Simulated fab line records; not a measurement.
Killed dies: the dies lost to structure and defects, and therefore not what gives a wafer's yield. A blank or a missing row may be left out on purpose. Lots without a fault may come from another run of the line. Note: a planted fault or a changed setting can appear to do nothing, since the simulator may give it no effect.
Chamber matching -- flow n5Finfet -- N5_GATE_CUT_CMP_02 on cmp-04: 4 sister chambers
The step polishes, stops on SiO2, t overpolish 12.7 s, target thk 0 nm. 14 wafers are shown with their chamber, then 7 later ones without.

== EACH WAFER AND ITS CHAMBER ==
wafer,chamber,motorCurrentA (A),timeToEndpointS (s),overpolishRunS (s)
L076.1,3,9.5,25,12.706
L076.4,1,8.5,27,12.697
L076.5,0,9.3,25,12.698
L077.3,3,9.0,25,12.701
L077.5,3,8.3,25,12.694
L077.6,0,9.4,21,12.695
L084.1,1,8.9,22,12.705
L084.4,2,8.7,18,12.691
L084.5,0,9.6,21,12.702
L092.1,1,8.3,28,12.691
L092.2,0,9.6,23,12.699
L092.3,3,8.8,27,12.721
L094.1,2,8.8,25,12.711
L094.4,3,8.7,23,12.704

SIGNATURES (means of the wafers above)
reading,chamber 0,chamber 1,chamber 2,chamber 3,scatter within a chamber
motorCurrentA,9.475,8.567,8.750,8.860,0.321
timeToEndpointS,22.50,25.67,21.50,25.00,2.53
overpolishRunS,12.69850,12.69767,12.70100,12.70520,0.00848
Rule: a wafer's distance from a chamber is the root of the sum, over the readings, of the square of ((its reading less the chamber's mean) divided by the reading's scatter). The wafer belongs to the nearest chamber; if the next one is less than 2 further off, it can't be placed. The scatter is the square root of a quotient: the sum, over the shown wafers, of each reading's squared deviation from its chamber's mean, divided by wafers minus chambers.

== WAFERS WHOSE CHAMBER IS MISSING ==
wafer,motorCurrentA (A),timeToEndpointS (s),overpolishRunS (s)
L094.5,9.2,26,12.703
L096.1,8.2,25,12.696
L096.2,8.9,25,12.695
L096.3,9.1,26,12.711
L096.4,9.3,24,12.717
L096.5,8.5,25,12.722
L096.6,9.0,28,12.690

== THE CHAMBER EACH PASSED THROUGH ==
wafer,from the rows above,in truth
L094.5,can't be placed: 3 or 0 or 1 or 2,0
L096.1,can't be placed: 1 or 2 or 3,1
L096.2,can't be placed: 1 or 3 or 2 or 0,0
L096.3,can't be placed: 3 or 1 or 0 or 2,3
L096.4,can't be placed: 3 or 0 or 2 or 1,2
L096.5,can't be placed: 3 or 1 or 2 or 0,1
L096.6,can't be placed: 1 or 3 or 0 or 2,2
Correct placement for 0 of the 7. Not placeable from these rows: 7 (in 7, the candidates include the true chamber). Number placed wrongly: 0.
